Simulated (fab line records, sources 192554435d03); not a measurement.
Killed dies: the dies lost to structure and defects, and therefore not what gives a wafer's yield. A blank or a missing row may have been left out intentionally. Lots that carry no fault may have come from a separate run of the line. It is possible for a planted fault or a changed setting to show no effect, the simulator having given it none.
fab line records -- flow n5Finfet
record lots=7, wafers=39
route steps=1938 shown WELL_APT@48 FIN_SAQP@125 FIN_CUT@169 SD_EPI_N@279 GATE_CUT@501 MOL_CONTACT_COAG@551
startH: start of the lot's first displayed wafer, in hours after the record's first day -- waitH: time in hours since the lot's previous step -- " repeats the value in the row above -- L1.1+2: several wafers, shown together as one row -- - either no value or no given start -- * or withheld: withheld -- < > ~ a bound
route shown NAME@n: names a module that has steps shown in the file, with the first one's number in the route -- usual: average and standard deviation across the fault-free wafers -- same: alike in all rows -- chamber/n: place in a boat -- sites: each site's reading -- _std_site: the values' standard deviation -- _edge_site: outer sites' mean less inner sites' -- radiusMm: how far each site lies from the wafer's centre -- mask NAME#n: copy n -- behind: the tool/chamber that last shaped the wafer -- hold: why the lot was held/for how many hours/how that ended -- device: which transistor (n, p or np) failed to switch -- end of line: the tests these same wafers got at the end of their route -- a step with no rows: only its recipe -- killed: dies lost to structure and defects at the first sort, not the wafer's yield -- map: the dies of a wafer, with x for killed, . for not killed, _ for no die there
set.NAME: the setting that was run; set.NAME@STEP: the one run at that earlier step -- model.NAME: the simulator's own value behind a step, which no gauge read
one table per step and one row per wafer, for lots whose settings were changed on purpose
## steps
# step N5_WELL_APT_IMPLANT_32
# recipe species=BF2, energyKev=50, doseCm2=2e+13, tiltDeg=0, rotationDeg=0
lot.wafer,tool,chamber,startH,waitH,set.energyKev,model.implant.rpNm,model.implant.drpNm
L074.1+5+6,implanter-02,0,15.35,0.1,50,37.98,18.55
L074.2+3+4,implanter-02,0,15.35,0.1,54.6,41.44,19.78
L077.1+4+6,implanter-02,0,33.29,0.1,50,37.11,18.55
L077.2+3+5,implanter-02,0,33.29,0.1,53.1,39.38,19.38
L079.1+3+4,implanter-02,0,45.17,0.1,52.62,38.05,19.25
L079.2+5+6,implanter-02,0,45.17,0.1,50,36.17,18.55
L081.1+2+3+4+5+6,implanter-01,0,57.17,0.1,50,37.4,18.55
L084.1+2+5,implanter-02,0,75.31,0.1,50,37.22,18.55
L084.3+4+6,implanter-02,0,75.31,0.1,44.78,33.38,17.16
L087.2+4+6,implanter-02,0,93.54,0.1,50,36.56,18.55
L094.1+2+5,implanter-01,0,135.36,0.1,50,37.52,18.55
L094.3+4+6,implanter-01,0,135.36,0.1,56.82,42.59,20.37
# step N5_FIN_SAQP_SPACER1_ALD_24
# recipe material=SiO2, targetThkA=203, tempC=300, aldPrecursorFamily=BDEAS, aldCoReactant=O2-plasma, pulseTimeS=1, purgeTimeS=2, coReactantPurgeTimeS=2, aldCycles=218, pressureTorr=2
lot.wafer,tool,chamber,startH,waitH,set.aldCycles,model.SiO2_of_FIN_SAQP_SPACER1_ALD_24.thkNm
L074.1+3+4+6,aldSin-03,"3,0,2,2",23.00,0.4,218,20.4
L074.2+5,aldSin-03,"1,3",23.00,0.4,218,20.2
L077.1+3+6,aldSin-03,"1,3,2",41.74,0.3,218,20.2
L077.2,aldSin-03,0,41.74,0.3,193,17.8
L077.4+5,aldSin-03,"2,3",41.74,0.3,193,18
L079.1+2,aldSin-01,"2,3",53.38,0.9,218,20.4
L079.3+5+6,aldSin-01,"0,0,3",53.38,0.9,189,17.6
L079.4,aldSin-01,1,53.38,0.9,218,20.2
L081.1+3,aldSin-04,"0,3",65.06,0.3,218,20.4
L081.2,aldSin-04,1,65.06,0.3,218,20.2
L081.4+6,aldSin-04,"2,0",65.06,0.3,208,19.4
L081.5,aldSin-04,3,65.06,0.3,208,19.6
L084.1+3+4+5,aldSin-03,"0,2,3,0",83.35,0.3,218,20.4
L084.2+6,aldSin-03,1,83.35,0.3,218,20.2
L087.2+6,aldSin-03,"3,2",101.37,0.8,218,20.4
L087.4,aldSin-03,1,101.37,0.8,218,20.2
L094.1+5,aldSin-04,1,144.93,1.6,199,18.4
L094.2+3+4,aldSin-04,"3,0,0",144.93,1.6,218,20.2
L094.6,aldSin-04,3,144.93,1.6,199,18.6
# step N5_FIN_SAQP_SPACER1_ETCHBACK_25
# recipe chemistry=CHF3/O2, mode=anisotropicEtchback, target=SiO2, targetDepthA=244, timeS=12.2, pressureMtorr=30, sourceW=650, biasW=170, Ar_flow_sccm=200, CHF3_flow_sccm=50, O2_flow_sccm=5, ionEnergyEv=200
# step N5_FIN_SAQP_MANDREL1_REMOVE_56
# recipe chemistry=HBr/Cl2/O2, btTimeS=10, target=a-Si, stopOn=SiNx, endpoint=OES-SiCl, overEtchFrac=1, icpW=600, biasW=22, HBr_flow_sccm=150, Cl2_flow_sccm=80, O2_flow_sccm=5, pressureMtorr=10
lot.wafer,tool,chamber,startH,waitH,set.aldCycles@FIN_SAQP_SPACER1_ALD_24,model.FIN_SAQP.cdNm
L074.1+2+3+4+5+6,rieSi-05,"2,0,1,3,1,2",23.92,0.1,218,20.4
L077.1+6,rieSi-03,3,42.55,0.1,218,20
L077.2+4,rieSi-03,"0,1",42.55,0.1,193,18
L077.3,rieSi-03,2,42.55,0.1,218,20.4
L077.5,rieSi-03,0,42.55,0.1,193,18.2
L079.1,rieSi-05,1,54.30,0.1,218,20.6
L079.2,rieSi-05,0,54.30,0.1,218,20.4
L079.3+5,rieSi-05,"2,1",54.30,0.1,189,17.6
L079.4,rieSi-05,3,54.30,0.1,218,20.2
L079.6,rieSi-05,0,54.30,0.1,189,17.8
L081.1,rieSi-03,0,66.06,0.1,218,20.6
L081.2+3,rieSi-03,"2,1",66.06,0.1,218,20.2
L081.4+6,rieSi-03,3,66.06,0.1,208,19.2
L081.5,rieSi-03,0,66.06,0.1,208,19.8
L084.1+3+4+5,rieSi-05,"3,0,1,1",84.15,0.1,218,20.4
L084.2,rieSi-05,2,84.15,0.1,218,20
L084.6,rieSi-05,2,84.15,0.1,218,20.2
L087.2+4,rieSi-02,"3,2",102.18,0.1,218,20.2
L087.6,rieSi-02,3,102.18,0.1,218,20.4
L094.1,rieSi-03,3,145.73,0.1,199,18
L094.2,rieSi-03,1,145.73,0.1,218,20.2
L094.3+4,rieSi-03,"0,2",145.73,0.1,218,20.4
L094.5,rieSi-03,1,145.73,0.1,199,18.4
L094.6,rieSi-03,0,145.73,0.1,199,18.8
# step N5_FIN_SAQP_CD_MEAS_27
# recipe targetCdNm=20, landingEnergyEv=1000, detector=seInlens, polarity=line
# usual cdNm=20.33/0.24
lot.wafer,tool,chamber,startH,waitH,set.aldCycles@FIN_SAQP_SPACER1_ALD_24,cdNm
L074.1,cdSem-01,0,24.03,0.1,218,20.23
L074.2,cdSem-01,0,24.03,0.1,218,20.47
L074.3,cdSem-01,0,24.03,0.1,218,20.68
L074.4,cdSem-01,0,24.03,0.1,218,20.51
L074.5,cdSem-01,0,24.03,0.1,218,20.39
L074.6,cdSem-01,0,24.03,0.1,218,20.11
L077.1,cdSem-02,0,42.66,0.1,218,19.60
L077.2,cdSem-02,0,42.66,0.1,193,18.18
L077.3,cdSem-02,0,42.66,0.1,218,20.00
L077.4,cdSem-02,0,42.66,0.1,193,18.25
L077.5,cdSem-02,0,42.66,0.1,193,17.74
L077.6,cdSem-02,0,42.66,0.1,218,20.42
L079.1,cdSem-03,0,54.41,0.1,218,20.43
L079.2,cdSem-03,0,54.41,0.1,218,20.36
L079.3,cdSem-03,0,54.41,0.1,189,17.61
L079.4,cdSem-03,0,54.41,0.1,218,20.18
L079.5,cdSem-03,0,54.41,0.1,189,18.14
L079.6,cdSem-03,0,54.41,0.1,189,17.59
L081.1,cdSem-02,0,66.17,0.1,218,20.42
L081.2,cdSem-02,0,66.17,0.1,218,20.40
L081.3,cdSem-02,0,66.17,0.1,218,19.79
L081.4,cdSem-02,0,66.17,0.1,208,19.52
L081.5,cdSem-02,0,66.17,0.1,208,19.69
L081.6,cdSem-02,0,66.17,0.1,208,19.55
L084.1,cdSem-01,0,84.26,0.1,218,20.15
L084.2,cdSem-01,0,84.26,0.1,218,19.86
L084.3,cdSem-01,0,84.26,0.1,218,20.93
L084.4,cdSem-01,0,84.26,0.1,218,20.60
L084.5,cdSem-01,0,84.26,0.1,218,20.67
L084.6,cdSem-01,0,84.26,0.1,218,20.32
L087.2,cdSem-01,0,102.29,0.1,218,20.35
L087.4,cdSem-01,0,102.29,0.1,218,20.12
L087.6,cdSem-01,0,102.29,0.1,218,20.32
L094.1,cdSem-01,0,145.84,0.1,199,18.44
L094.2,cdSem-01,0,145.84,0.1,218,20.20
L094.3,cdSem-01,0,145.84,0.1,218,20.40
L094.4,cdSem-01,0,145.84,0.1,218,20.13
L094.5,cdSem-01,0,145.84,0.1,199,18.22
L094.6,cdSem-01,0,145.84,0.1,199,18.61
# step N5_FIN_SAQP_ETCH_64
# recipe chemistry=CF4, target=SiO2, targetDepthA=15, ionEnergyEv=350, pressureMtorr=10, icpW=800, biasW=400, cf4FlowSccm=80
lot.wafer,tool,chamber,startH,waitH,set.biasW,model.etch.depthNm
L074.1,rieSi-03,0,26.46,0.0,400,1.482
L074.2,rieSi-03,1,26.46,0.0,429.4,1.512
L074.3,rieSi-03,2,26.46,0.0,400,1.498
L074.4,rieSi-03,3,26.46,0.0,400,1.494
L074.5,rieSi-03,0,26.46,0.0,429.4,1.502
L074.6,rieSi-03,1,26.46,0.0,429.4,1.51
L077.1,rieSi-02,0,44.64,0.0,400,1.502
L077.2,rieSi-02,2,44.64,0.0,400,1.479
L077.3,rieSi-02,3,44.64,0.0,466.5,1.594
L077.4,rieSi-02,1,44.64,0.0,466.5,1.605
L077.5,rieSi-02,2,44.64,0.0,400,1.476
L077.6,rieSi-02,3,44.64,0.0,466.5,1.588
L079.1,rieSi-05,1,56.42,0.0,400,1.452
L079.2,rieSi-05,2,56.42,0.0,400,1.509
L079.3,rieSi-05,3,56.42,0.0,400,1.492
L079.4,rieSi-05,0,56.42,0.0,400,1.47
L079.5,rieSi-05,2,56.42,0.0,400,1.511
L079.6,rieSi-05,1,56.42,0.0,400,1.45
L081.1,rieSi-05,0,68.24,0.0,348,1.427
L081.2,rieSi-05,3,68.24,0.0,400,1.503
L081.3,rieSi-05,1,68.24,0.0,348,1.386
L081.4,rieSi-05,2,68.24,0.0,400,1.516
L081.5,rieSi-05,2,68.24,0.0,400,1.52
L081.6,rieSi-05,1,68.24,0.0,348,1.399
L084.1,rieSi-02,3,86.15,0.0,346.3,1.439
L084.2,rieSi-02,2,86.15,0.0,346.3,1.404
L084.3,rieSi-02,1,86.15,0.0,400,1.528
L084.4,rieSi-02,0,86.15,0.0,346.3,1.441
L084.5,rieSi-02,1,86.15,0.0,400,1.53
L084.6,rieSi-02,0,86.15,0.0,400,1.486
L087.2,rieSi-03,0,104.27,0.0,400,1.482
L087.4,rieSi-03,2,104.27,0.0,400,1.513
L087.6,rieSi-03,3,104.27,0.0,400,1.504
L094.1,rieSi-02,3,147.89,0.0,359,1.459
L094.2,rieSi-02,1,147.89,0.0,400,1.503
L094.3,rieSi-02,2,147.89,0.0,359,1.423
L094.4,rieSi-02,0,147.89,0.0,400,1.456
L094.5,rieSi-02,2,147.89,0.0,400,1.484
L094.6,rieSi-02,3,147.89,0.0,359,1.462
# step N5_FIN_CUT_ETCH_21
# recipe chemistry=N2/H2, target=SOC, targetDepthA=2190, overetchA=438, maskMaterial=SiARC, tempC=40, ionEnergyEv=100, biasW=61, timeS=523.5, pressureMtorr=30, sourceW=850, n2FlowSccm=200, h2FlowSccm=200
lot.wafer,tool,chamber,startH,waitH,set.timeS,model.SiARC_of_FIN_CUT_COAT_19.thkNm
L074.1,rieDiel-01,0,27.26,0.0,598.5,10.6
L074.2+6,rieDiel-01,2,27.26,0.0,598.5,10.8
L074.3+5,rieDiel-01,3,27.26,0.0,523.5,12
L074.4,rieDiel-01,0,27.26,0.0,523.5,11.8
L077.1,rieDiel-01,3,45.55,0.0,523.5,12
L077.2+5,rieDiel-01,"0,2",45.55,0.0,463.4,12.8
L077.3,rieDiel-01,2,45.55,0.0,523.5,11.8
L077.4,rieDiel-01,0,45.55,0.0,523.5,11.6
L077.6,rieDiel-01,3,45.55,0.0,463.4,13
L079.1,rieDiel-01,3,57.41,0.0,484.8,12.6
L079.2+4+5,rieDiel-01,"2,1,3",57.41,0.0,523.5,12
L079.3+6,rieDiel-01,0,57.41,0.0,484.8,12.4
L081.1+3+5,rieDiel-02,"0,1,1",69.05,0.0,523.5,11.6
L081.2,rieDiel-02,2,69.05,0.0,436,13.2
L081.4,rieDiel-02,3,69.05,0.0,436,13.4
L081.6,rieDiel-02,0,69.05,0.0,436,13
L084.1,rieDiel-06,0,87.06,0.0,523.5,12
L084.2,rieDiel-06,1,87.06,0.0,523.5,11.8
L084.3+6,rieDiel-06,2,87.06,0.0,523.5,11.6
L084.4+5,rieDiel-06,3,87.06,0.0,523.5,11.4
L087.2+6,rieDiel-06,3,105.19,0.0,523.5,11.6
L087.4,rieDiel-06,1,105.19,0.0,523.5,11.8
L094.1,rieDiel-02,2,148.68,0.0,523.5,12
L094.2,rieDiel-02,1,148.68,0.0,588.4,10.8
L094.3+5,rieDiel-02,0,148.68,0.0,523.5,11.8
L094.4,rieDiel-02,3,148.68,0.0,588.4,11.4
L094.6,rieDiel-02,1,148.68,0.0,588.4,11
# step N5_SD_EPI_N_ETCH_16
# recipe chemistry=CHF3/O2, target=SiO2, targetDepthA=50, maskMaterial=SOC, pressureMtorr=30, sourceW=650, biasW=170, Ar_flow_sccm=200, CHF3_flow_sccm=50, O2_flow_sccm=5, ionEnergyEv=200
lot.wafer,tool,chamber,startH,waitH,set.targetDepthA,model.etch.depthNm
L074.1,rieDiel-05,3,49.80,0.1,50,4.99
L074.2,rieDiel-05,0,49.80,0.1,50,4.931
L074.3,rieDiel-05,2,49.80,0.1,50,4.922
L074.4,rieDiel-05,1,49.80,0.1,50,4.967
L074.5,rieDiel-05,3,49.80,0.1,50,4.972
L074.6,rieDiel-05,0,49.80,0.1,50,4.938
L077.1,rieDiel-05,2,66.92,0.1,50,5.004
L077.2,rieDiel-05,0,66.92,0.1,50,4.998
L077.3,rieDiel-05,1,66.92,0.1,50,5.025
L077.4+5,rieDiel-05,"3,0",66.92,0.1,53.66,5.347
L077.6,rieDiel-05,3,66.92,0.1,53.66,5.379
L079.1,rieDiel-05,1,80.33,0.1,45.47,4.55
L079.2,rieDiel-05,0,80.33,0.1,45.47,4.509
L079.3,rieDiel-05,2,80.33,0.1,45.47,4.543
L079.4,rieDiel-05,3,80.33,0.1,50,5.003
L079.5,rieDiel-05,1,80.33,0.1,50,5.001
L079.6,rieDiel-05,2,80.33,0.1,50,4.991
L081.1,rieDiel-03,2,90.46,0.1,50,4.86
L081.2,rieDiel-03,0,90.46,0.1,50,4.894
L081.3,rieDiel-03,3,90.46,0.1,54.68,5.425
L081.4,rieDiel-03,0,90.46,0.1,54.68,5.383
L081.5,rieDiel-03,2,90.46,0.1,50,4.902
L081.6,rieDiel-03,3,90.46,0.1,54.68,5.361
L084.1,rieDiel-05,0,108.36,0.1,46.9,4.63
L084.2,rieDiel-05,3,108.36,0.1,50,4.956
L084.3,rieDiel-05,1,108.36,0.1,50,4.966
L084.4,rieDiel-05,0,108.36,0.1,46.9,4.607
L084.5,rieDiel-05,1,108.36,0.1,50,4.975
L084.6,rieDiel-05,3,108.36,0.1,46.9,4.654
L087.2,rieDiel-03,1,130.53,0.1,50,5.053
L087.4,rieDiel-03,2,130.53,0.1,50,4.868
L087.6,rieDiel-03,1,130.53,0.1,50,5.078
L094.1,rieDiel-03,0,170.28,0.1,50,4.854
L094.2,rieDiel-03,2,170.28,0.1,50,4.811
L094.3,rieDiel-03,3,170.28,0.1,50,4.959
L094.4,rieDiel-03,1,170.28,0.1,44.46,4.432
L094.5,rieDiel-03,3,170.28,0.1,44.46,4.43
L094.6,rieDiel-03,2,170.28,0.1,44.46,4.274
# step N5_GATE_CUT_CUT_ETCH_54
# recipe chemistry=Cl2/BCl3, target=TiN, maskMaterial=SiO2, targetDepthA=967, pressureMtorr=10, icpW=1000, biasW=126, Cl2_flow_sccm=53.25, bcl3FlowSccm=21.75, Ar_flow_sccm=25, ends=cleared
# usual etchRfOnTimeS=36.2/1.2
lot.wafer,tool,chamber,startH,waitH,set.biasW,etchRfOnTimeS
L074.1,rieMetal-03,1,83.93,0.1,101.9,37.9
L074.2,rieMetal-03,1,83.93,0.1,101.9,38.1
L074.3,rieMetal-03,1,83.93,0.1,101.9,38.1
L074.4,rieMetal-03,1,83.93,0.1,126,35.1
L074.5,rieMetal-03,1,83.93,0.1,126,34.9
L074.6,rieMetal-03,1,83.93,0.1,126,35.1
L077.1,rieMetal-03,0,103.18,0.0,132.6,34.7
L077.2,rieMetal-03,1,103.18,0.0,132.6,34.4
L077.3,rieMetal-03,1,103.18,0.0,126,35.2
L077.4,rieMetal-03,0,103.18,0.0,126,35.0
L077.5,rieMetal-03,1,103.18,0.0,126,34.9
L077.6,rieMetal-03,0,103.18,0.0,132.6,34.4
L079.1,rieMetal-03,0,115.18,0.0,126,35.2
L079.2,rieMetal-03,1,115.18,0.0,126,35.4
L079.3,rieMetal-03,0,115.18,0.0,126,35.6
L079.4,rieMetal-03,1,115.18,0.0,126,35.6
L079.5,rieMetal-03,0,115.18,0.0,126,35.7
L079.6,rieMetal-03,1,115.18,0.0,126,35.5
L081.1,rieMetal-02,1,127.29,0.1,150.2,34.3
L081.2,rieMetal-02,1,127.29,0.1,126,36.4
L081.3,rieMetal-02,1,127.29,0.1,126,36.6
L081.4,rieMetal-02,1,127.29,0.1,150.2,34.1
L081.5,rieMetal-02,1,127.29,0.1,150.2,34.3
L081.6,rieMetal-02,1,127.29,0.1,126,36.7
L084.1,rieMetal-01,0,142.98,0.0,149.6,34.7
L084.2,rieMetal-01,1,142.98,0.0,126,38.9
L084.3,rieMetal-01,0,142.98,0.0,126,37.1
L084.4,rieMetal-01,1,142.98,0.0,149.6,36.5
L084.5,rieMetal-01,1,142.98,0.0,149.6,36.6
L084.6,rieMetal-01,0,142.98,0.0,126,36.7
L087.2,rieMetal-02,1,164.42,0.0,126,36.2
L087.4,rieMetal-02,0,164.42,0.0,126,35.3
L087.6,rieMetal-02,0,164.42,0.0,126,35.4
L094.1,rieMetal-02,0,207.74,0.1,126,35.0
L094.2,rieMetal-02,1,207.74,0.1,103.5,38.6
L094.3,rieMetal-02,1,207.74,0.1,103.5,38.3
L094.4,rieMetal-02,0,207.74,0.1,126,35.3
L094.5,rieMetal-02,1,207.74,0.1,126,36.0
L094.6,rieMetal-02,0,207.74,0.1,103.5,38.0
# step N5_MOL_CONTACT_COAG_SPUTTER_130
# recipe material=Co, targetThkA=475, tempC=25, chamberPressurePa=0.5, powerW=3000
lot.wafer,tool,chamber,startH,waitH,set.powerW,model.Co_of_MOL_CONTACT_COAG_SPUTTER_130.thkNm
L074.1+2,pvdSputter-01,-,92.59,0.0,3000,47.8
L074.3,pvdSputter-01,-,92.59,0.0,3000,48.6
L074.4,pvdSputter-01,-,92.59,0.0,3000,47.6
L074.5,pvdSputter-01,-,92.59,0.0,3000,48.4
L074.6,pvdSputter-01,-,92.59,0.0,3000,48.8
L077.1,pvdSputter-01,-,112.21,0.0,3000,47.8
L077.2,pvdSputter-01,-,112.21,0.0,3472,55.8
L077.3,pvdSputter-01,-,112.21,0.0,3472,56.4
L077.4,pvdSputter-01,-,112.21,0.0,3000,48.2
L077.5,pvdSputter-01,-,112.21,0.0,3472,55.4
L077.6,pvdSputter-01,-,112.21,0.0,3000,48
L079.1+4,pvdSputter-03,-,125.21,0.0,3000,47.4
L079.2+3,pvdSputter-03,-,125.21,0.0,3000,47.6
L079.5+6,pvdSputter-03,-,125.21,0.0,3000,47.8
L081.1,pvdSputter-02,-,138.02,0.0,3000,47.6
L081.2,pvdSputter-02,-,138.02,0.0,3425,54.8
L081.3,pvdSputter-02,-,138.02,0.0,3000,47.4
L081.4,pvdSputter-02,-,138.02,0.0,3000,46.8
L081.5,pvdSputter-02,-,138.02,0.0,3425,54.6
L081.6,pvdSputter-02,-,138.02,0.0,3425,53.8
L084.1+3,pvdSputter-02,-,152.33,0.0,3000,47.2
L084.2,pvdSputter-02,-,152.33,0.0,3000,48.2
L084.4,pvdSputter-02,-,152.33,0.0,3000,47.8
L084.5+6,pvdSputter-02,-,152.33,0.0,3000,48
L087.2,pvdSputter-02,-,175.98,0.0,3000,47.6
L087.4,pvdSputter-02,-,175.98,0.0,3000,47
L087.6,pvdSputter-02,-,175.98,0.0,3000,47.2
L094.1+6,pvdSputter-02,-,219.27,0.0,3000,48
L094.2,pvdSputter-02,-,219.27,0.0,3170,51.2
L094.3,pvdSputter-02,-,219.27,0.0,3170,50.8
L094.4,pvdSputter-02,-,219.27,0.0,3170,50.6
L094.5,pvdSputter-02,-,219.27,0.0,3000,47.8
## key
split step=N5_WELL_APT_IMPLANT_32, setting=energyKev, stated=50, by=wafer
response step=N5_WELL_APT_IMPLANT_32, reading=model.implant.rpNm, change=+0.37, per=1%, r=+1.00
response step=N5_WELL_APT_IMPLANT_32, reading=model.implant.drpNm, change=+0.133, per=1%, r=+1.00
split step=N5_FIN_SAQP_SPACER1_ALD_24, setting=aldCycles, stated=218, by=wafer
response step=N5_FIN_SAQP_SPACER1_ALD_24, reading=model.SiO2_of_FIN_SAQP_SPACER1_ALD_24.thkNm, change=+0.201, per=1%, r=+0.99
response step=N5_FIN_SAQP_MANDREL1_REMOVE_56, reading=model.FIN_SAQP.cdNm, change=+0.2, per=1%, r=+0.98
response step=N5_FIN_SAQP_CD_MEAS_27, reading=cdNm, change=+0.185, per=1%, r=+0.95
split step=N5_FIN_SAQP_ETCH_64, setting=biasW, stated=400, by=wafer
response step=N5_FIN_SAQP_ETCH_64, reading=model.etch.depthNm, change=+0.0062, per=1%, r=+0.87
split step=N5_FIN_CUT_ETCH_21, setting=timeS, stated=523.5, by=wafer
response step=N5_FIN_CUT_ETCH_21, reading=model.SiARC_of_FIN_CUT_COAT_19.thkNm, change=-0.0843, per=1%, r=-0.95
split step=N5_SD_EPI_N_ETCH_16, setting=targetDepthA, stated=50, by=wafer
response step=N5_SD_EPI_N_ETCH_16, reading=model.etch.depthNm, change=+0.0495, per=1%, r=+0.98
split step=N5_GATE_CUT_CUT_ETCH_54, setting=biasW, stated=126, by=wafer
response step=N5_GATE_CUT_CUT_ETCH_54, reading=etchRfOnTimeS, change=*, per=1%, r=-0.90
split step=N5_MOL_CONTACT_COAG_SPUTTER_130, setting=powerW, stated=3000, by=wafer
response step=N5_MOL_CONTACT_COAG_SPUTTER_130, reading=model.Co_of_MOL_CONTACT_COAG_SPUTTER_130.thkNm, change=+0.503, per=1%, r=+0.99
